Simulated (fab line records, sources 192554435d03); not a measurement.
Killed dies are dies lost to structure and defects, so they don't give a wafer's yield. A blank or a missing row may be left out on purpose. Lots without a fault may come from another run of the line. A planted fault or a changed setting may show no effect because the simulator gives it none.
fab line records | flow n5_finfet
record lots=11 wafers=30 last_day=18
route steps=1938 shown SPACER0@259 SD_EPI_N@287 SD_EPI_P@304 BEOL_M4@1111 PASSIVATION@1936
lots that met no fault: from a run of the same line without faults
start_h: hours from the record's first day to the start of the lot's first wafer shown | wait_h: hours since the lot's step before | " the same as in the row above | L1.1+2: a row that stands for several wafers | - no value, or no start given | * or withheld: withheld | < > ~ a bound
route shown NAME@n: a module of which the file shows steps, and the number in the route of the first | usual: mean/standard deviation of fault-free wafers | same: alike in all rows | chamber/n: place in a boat | sites: the reading at each site | _std_site: their standard deviation | _edge_site: outer sites' mean less inner sites' | radius_mm: how far each site lies from the wafer's centre | mask NAME#n: copy n | behind: the tool/chamber that last shaped the wafer | hold: why the lot was held/for how many hours/how that ended | device: the transistor (n, p or np) that didn't switch | end of line: the same wafers' tests at the end of the route | a step without rows: its recipe alone | killed: dies lost to structure and defects at the first sort, not the wafer's yield | map: a wafer's dies, x killed, . not, _ none there
set.NAME: the setting as run; set.NAME@STEP: as run at that earlier step | model.NAME: the simulator's own value behind a step, which no gauge read
steps of the route over a sample of lots; a table a step, a row a wafer
services: from which hour (start_h, from the record's first day; less than 0 if before it) a tool's chamber was out of use, for how many hours, and why
## steps
# step N5_SPACER0_ALD_00
# recipe material=SiOCN target_thk_a=35 temp_c=400 ald_precursor_family=alkyl-aminosilane ald_co_reactant=O2/N2-plasma pulse_time_s=3 purge_time_s=2 co_reactant_purge_time_s=2 ald_cycles=58 pressure_torr=2
# usual heater_power_w=847/69 precursor_pulse_height_rel=0.998/0.02 susceptor_temp_C=400.00/0.22
# same purge_time_s=2
# columns lot.wafer tool chamber start_h wait_h heater_power_w precursor_pulse_height_rel susceptor_temp_C
L455.3 ald_sin-04 2 51.34 0.1 848 0.994 400.03
L455.4 " 0 " " 842 0.990 400.12
L455.5 " 2 " " 839 0.967 399.98
L456.1 ald_sin-01 3 56.34 0.1 932 0.997 400.00
L456.3 " 2 " " 903 1.006 400.07
L456.6 " 3 " " 934 0.980 400.17
L459.1 ald_sin-03 2 73.83 0.1 839 1.003 399.70
L459.4 " 1 " " 842 0.989 399.84
L459.5 " 3 " " 1005 0.991 400.19
L460.1 ald_sin-03 1 77.85 0.1 845 0.987 400.31
L460.4 " 2 " " 821 0.993 399.98
L460.6 " 1 " " 854 1.005 399.92
L461.1 ald_sin-01 0 84.84 0.1 978 1.014 399.75
L461.3 " 1 " " 740 0.998 399.59
L461.5 " 2 " " 904 1.013 400.50
L463.1 ald_sin-04 1 101.22 0.1 795 0.980 399.88
L463.5 " 0 " " 827 1.033 399.90
L463.6 " 3 " " 874 0.987 399.87
L470.2 ald_sin-01 0 138.13 0.1 826 1.015 399.95
L470.5 " 0 " " 816 0.977 399.70
L471.4 ald_sin-03 3 142.15 0.1 986 0.989 399.85
L471.5 " 2 " " 827 1.007 399.80
L473.2 ald_sin-03 2 155.81 0.1 842 0.983 399.91
L473.5 " 0 " " 821 1.024 400.08
L477.3 ald_sin-01 1 179.99 0.1 692 0.988 400.07
L477.4 " 2 " " 875 1.011 399.93
L477.5 " 1 " " 715 1.039 400.13
L478.2 ald_sin-01 1 189.23 0.1 712 0.981 399.63
L478.3 " 3 " " 916 1.020 399.82
L478.4 " 0 " " 861 1.012 399.78
# step N5_SD_EPI_N_VAPOR_ETCH_50
# recipe chemistry=HCl target=Si temp_c=775 time_s=54 pressure_torr=20 mode=isotropic
# usual susceptor_temp_C=775.09/0.3 throttle_valve_pct=11.7/0.51
# columns lot.wafer tool chamber start_h wait_h susceptor_temp_C throttle_valve_pct
L455.3 epi_rpcvd-04 0 53.94 0.3 775.33 12.7
L455.4 " 0 " " 774.88 12.4
L455.5 " 0 " " 775.22 12.6
L456.1 epi_rpcvd-02 0 58.73 0.3 775.12 11.8
L456.3 " 0 " " 775.06 11.9
L456.6 " 0 " " 775.28 12.0
L459.1 epi_rpcvd-02 0 76.38 0.4 775.45 11.8
L459.4 " 0 " " 775.74 11.7
L459.5 " 0 " " 775.71 11.8
L460.1 epi_rpcvd-03 0 80.25 0.3 774.85 11.0
L460.4 " 0 " " 774.91 11.0
L460.6 " 0 " " 775.19 10.9
L461.1 epi_rpcvd-02 0 87.45 0.4 774.59 11.8
L461.3 " 0 " " 774.82 11.9
L461.5 " 0 " " 775.40 11.6
L463.1 epi_rpcvd-03 0 103.62 0.3 775.46 11.1
L463.5 " 0 " " 775.18 10.8
L463.6 " 0 " " 775.28 11.0
L470.2 epi_rpcvd-03 0 141.04 0.3 774.98 11.1
L470.5 " 0 " " 774.99 10.9
L471.4 epi_rpcvd-04 0 144.86 0.4 774.63 12.3
L471.5 " 0 " " 774.95 12.4
L473.2 epi_rpcvd-02 0 158.36 0.4 775.52 11.9
L473.5 " 0 " " 775.30 12.0
L477.3 epi_rpcvd-02 0 182.46 0.2 774.69 11.9
L477.4 " 0 " " 775.32 12.0
L477.5 " 0 " " 775.27 11.8
L478.2 epi_rpcvd-03 0 191.67 0.3 775.03 11.0
L478.3 " 0 " " 774.96 11.0
L478.4 " 0 " " 774.88 11.0
# step N5_SD_EPI_N_PRECLEAN_49
# recipe chemistry=NF3:NH3 afs_cycles=1 temp_c=30 time_s=20 sublimation_temp_c=180 sublimation_time_s=60 pressure_torr=3 rf_power_w=30
# usual time_s=20/0
# same sublimation_time_s=60
# columns lot.wafer tool chamber start_h wait_h time_s
L455.3 remote_plasma-01 1 56.54 0.1 20
L455.4 " 1 " " 20
L455.5 " 1 " " 20
L456.1 remote_plasma-01 1 60.73 0.0 20
L456.3 " 1 " " 20
L456.6 " 1 " " 20
L459.1 remote_plasma-01 1 79.00 0.0 20
L459.4 " 1 " " 20
L459.5 " 1 " " 20
L460.1 remote_plasma-01 1 82.25 0.0 20
L460.4 " 1 " " 20
L460.6 " 1 " " 20
L461.1 remote_plasma-02 0 90.07 0.0 20
L461.3 " 0 " " 20
L461.5 " 0 " " 20
L463.1 remote_plasma-02 0 105.64 0.0 20
L463.5 " 0 " " 20
L463.6 " 0 " " 20
L470.2 remote_plasma-02 1 143.03 0.1 24.65
L470.5 " 1 " " 24.65
L471.4 remote_plasma-02 0 148.24 0.1 20
L471.5 " 0 " " 24.65
L473.2 remote_plasma-02 1 160.97 0.1 24.65
L473.5 " 1 " " 24.65
L477.3 remote_plasma-01 1 184.46 0.1 20
L477.4 " 1 " " 20
L477.5 " 1 " " 20
L478.2 remote_plasma-01 0 193.68 0.1 20
L478.3 " 0 " " 20
L478.4 " 0 " " 20
# step N5_SD_EPI_P_OVL_MEAS_10
# recipe points_per_wafer=44
# usual SD_P_BLK_OVL=-0.6/0.77
# columns lot.wafer tool chamber start_h wait_h SD_P_BLK_OVL[nm]
L455.3 overlay-01 0 57.85 0.0 -1.4
L455.4 " 0 " " -1.6
L455.5 " 0 " " -0.5
L456.1 overlay-02 0 61.49 0.0 0.4
L456.3 " 0 " " -1.0
L456.6 " 0 " " -0.1
L459.1 overlay-02 0 80.77 0.0 0.0
L459.4 " 0 " " -1.9
L459.5 " 0 " " -1.2
L460.1 overlay-02 0 83.03 0.0 0.1
L460.4 " 0 " " -0.6
L460.6 " 0 " " -1.6
L461.1 overlay-01 0 90.93 0.0 -0.1
L461.3 " 0 " " 0.7
L461.5 " 0 " " 0.3
L463.1 overlay-02 0 106.39 0.0 -1.5
L463.5 " 0 " " -1.4
L463.6 " 0 " " -0.7
L470.2 overlay-01 0 143.76 0.0 0.3
L470.5 " 0 " " 1.1
L471.4 overlay-02 0 148.96 0.0 -0.2
L471.5 " 0 " " -1.8
L473.2 overlay-02 0 161.88 0.0 -1.2
L473.5 " 0 " " -0.1
L477.3 overlay-01 0 185.34 0.0 -0.6
L477.4 " 0 " " 0.4
L477.5 " 0 " " -1.2
L478.2 overlay-02 0 194.40 0.0 -0.1
L478.3 " 0 " " 0.2
L478.4 " 0 " " 0.9
# step N5_BEOL_M4_RC_MEAS_101
# usual DIBL_N=35.9/1.4 DIBL_P=35.9/1.7 IOFF_N=0.155/0.023 IOFF_P=0.201/0.029 ION_N=672/8.8 ION_P=460/7 SS_N=71.6/0.48 SS_P=73.1/0.64 VT_N=250.0/3 VT_P=-251.6/3
# columns lot.wafer tool chamber start_h wait_h DIBL_N[mV/V] DIBL_P[mV/V] IOFF_N[nA/um] IOFF_P[nA/um] ION_N[uA/um] ION_P[uA/um] SS_N[mV/dec] SS_P[mV/dec] VT_N[mV] VT_P[mV]
L455.3 prober-02 0 170.23 0.3 34.6 35.1 0.131 0.195 667 460 71.7 73.3 250.4 -252.1
L455.4 " 0 " " 38.2 38.6 0.191 0.252 680 464 72.2 74.6 245.9 -250.6
L455.5 " 0 " " 37.1 37.4 0.174 0.229 672 459 71.7 74.0 247.3 -249.8
L456.1 prober-02 0 172.95 0.0 34.9 33.6 0.130 0.184 652 452 71.9 72.2 256.1 -249.7
L456.3 " 0 " " 34.1 33.5 0.120 0.181 660 455 71.0 72.6 254.3 -250.7
L456.6 " 0 " " 35.3 35.0 0.145 0.213 664 463 71.7 72.7 251.9 -250.3
L460.1 prober-01 0 191.89 0.0 32.8 34.9 0.126 0.168 663 453 71.3 73.3 254.2 -257.0
L460.4 " 0 " " 35.5 37.1 0.165 0.200 671 456 71.5 73.6 250.1 -254.1
L460.6 " 0 " " 35.6 37.1 0.161 0.208 668 459 72.1 73.6 251.3 -250.2
L459.1 prober-01 0 198.70 0.0 36.1 36.3 0.168 0.217 675 460 72.0 73.0 247.6 -250.3
L459.4 " 0 " " 36.0 36.4 0.163 0.207 676 458 71.1 73.4 250.3 -251.0
L459.5 " 0 " " 35.6 36.0 0.172 0.213 673 457 71.3 73.2 248.9 -250.2
L461.1 prober-01 0 202.06 0.0 34.1 35.0 0.128 0.162 660 452 71.6 72.4 252.3 -254.1
L461.3 " 0 " " 35.3 36.8 0.150 0.179 674 457 71.1 73.4 249.7 -254.3
L461.5 " 0 " " 36.0 37.7 0.161 0.186 676 460 72.0 73.6 251.4 -253.0
L463.1 prober-01 0 224.19 0.0 37.8 38.9 0.193 0.216 688 460 71.6 74.2 244.7 -251.0
L463.5 " 0 " " 38.1 38.7 0.199 0.217 687 466 71.6 74.5 247.1 -250.6
L463.6 " 0 " " 36.6 35.8 0.166 0.174 660 446 71.7 72.2 249.3 -253.7
L471.4 prober-01 0 269.64 0.5 39.0 37.3 0.177 0.217 675 457 71.8 74.6 250.3 -251.7
L471.5 " 0 " " 37.4 35.3 0.144 0.196 675 458 71.4 73.4 247.9 -251.1
L470.2 prober-02 0 274.49 0.2 35.5 36.6 0.145 0.221 674 471 71.6 73.2 250.0 -247.2
L470.5 " 0 " " 37.5 38.9 0.188 0.267 684 476 71.8 73.9 245.9 -244.8
L473.2 prober-02 0 279.34 0.2 34.5 34.7 0.131 0.146 660 448 71.4 72.9 254.0 -258.7
L473.5 " 0 " " 34.1 34.6 0.125 0.140 658 445 71.2 72.8 251.2 -257.9
L477.3 prober-01 0 306.07 0.6 35.9 35.7 0.155 0.183 679 461 71.4 72.8 248.4 -253.1
L477.4 " 0 " " 37.2 35.9 0.157 0.196 670 454 71.7 73.5 250.7 -252.3
L477.5 " 0 " " 34.9 34.2 0.132 0.171 666 451 70.5 73.4 252.3 -254.2
L478.2 prober-02 0 311.64 0.2 35.6 34.0 0.141 0.186 649 448 71.7 72.6 255.4 -253.7
L478.3 " 0 " " 34.9 34.2 0.131 0.198 668 462 71.1 73.4 250.9 -251.9
L478.4 " 0 " " 33.5 32.8 0.113 0.168 654 454 71.0 72.6 256.9 -252.6
# step N5_PASSIVATION_PROBE_49
# usual defect_limited_yield=91.7/1.5 killed_at_M0_to_M3=30/8.6 killed_at_M4_up=12/4.5 killed_at_contacts=13/5.8 killed_at_front_end=38/11 killed_at_other=4/3 killed_dies=97/17 killed_open=63/12 killed_short=32/8.8 sort_bin_5_function=4.8/0.91 sort_bin_6_memory=3.1/0.68 sort_n_pass=1083/17 sort_yield_pct=91.7/1.5
# same gross_dies=1180 killed_at_back_side=0 sort_bin_4_leakage[%]=0 sort_bin_8_speed[%]=0
# columns lot.wafer tool chamber start_h wait_h defect_limited_yield[%] killed_at_M0_to_M3 killed_at_M4_up killed_at_contacts killed_at_front_end killed_at_other killed_dies killed_open killed_short sort_bin_5_function[%] sort_bin_6_memory[%] sort_n_pass sort_yield_pct[%]
L473.2 prober-01 - 385.39 0.1 90.8 30 12 15 46 6 109 71 36 4.8 3.8 1071 90.8
L473.5 prober-01 - 385.54 0.2 88.5 36 11 34 47 8 136 95 41 6.6 4.4 1044 88.5
# killed by level:class
L473.2 STI_FIN_REVEAL:geometric_particle:open=15 MOL_CONTACT_COAG:geometric_particle:open=12 DUMMY_GATE:geometric_particle:open=8 BEOL_M3:geometric_particle:open=7 BEOL_M0_SAQP:geometric_particle:open=6 FIN_SAQP:geometric_particle:short=4 BEOL_M2:geometric_particle:open=4 BEOL_M3:geometric_particle:short=4
L473.5 MOL_CONTACT_COAG:geometric_particle:open=29 STI_FIN_REVEAL:geometric_particle:open=16 BEOL_M3:geometric_particle:open=8 DUMMY_GATE:geometric_particle:open=7 BEOL_M0_SAQP:geometric_particle:short=7 FIN_SAQP:geometric_particle:short=5 MOL_CONTACT_COAG:geometric_particle:short=5 PAD_METAL:geometric_particle:short=5
## services
# columns tool chamber start_h hours kind
epi_rpcvd-02 - 34.47 14.6 pm
epi_rpcvd-03 - 50.92 0.8 pm
ald_sin-01 0 60.25 10.6 repair
ald_sin-01 - 68.04 14.6 pm
ald_sin-03 3 75.44 3.7 repair
ald_sin-01 - 85.75 14.0 pm
ald_sin-01 0 85.75 14.0 vent_cycle
ald_sin-01 1 85.75 14.0 vent_cycle
ald_sin-01 2 85.75 14.0 vent_cycle
ald_sin-01 0 99.75 - clean
ald_sin-01 1 99.75 - clean
ald_sin-01 2 99.75 - clean
ald_sin-01 3 99.75 - clean
epi_rpcvd-03 - 120.38 2.1 repair
epi_rpcvd-03 - 126.18 1.8 repair
epi_rpcvd-04 - 132.15 2.8 pm
ald_sin-03 2 160.90 16.3 repair
ald_sin-04 - 177.89 14.0 pm
ald_sin-04 0 177.89 14.0 vent_cycle
ald_sin-04 1 177.89 14.0 vent_cycle
ald_sin-04 2 177.89 14.0 vent_cycle
ald_sin-04 3 177.89 14.0 vent_cycle
remote_plasma-02 - 180.05 0.2 repair
ald_sin-04 0 191.89 - clean
## key
first_sign step=N5_SD_EPI_N_PRECLEAN_49 reading=time_s direction=up sigmas=99+ usual=* struck=*
effect none on later readings
met_at N5_SD_EPI_N_PRECLEAN_49
struck_lots L470,L471,L473
struck_wafers L470.2,L470.5,L471.5,L473.2,L473.5
not_acting_at N5_SPACER0_ALD_00,N5_SD_EPI_N_VAPOR_ETCH_50,N5_SD_EPI_P_OVL_MEAS_10
onset_between 105.64 143.03
fault kind=process_parameter_drift tool=remote_plasma-02 chamber=- onset_h=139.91 steps=N5_SD_EPI_N_PRECLEAN_49 channel=time_s offset=* shape=step end_h=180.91 scope=struck_wafers_only acts_in=* stated=*
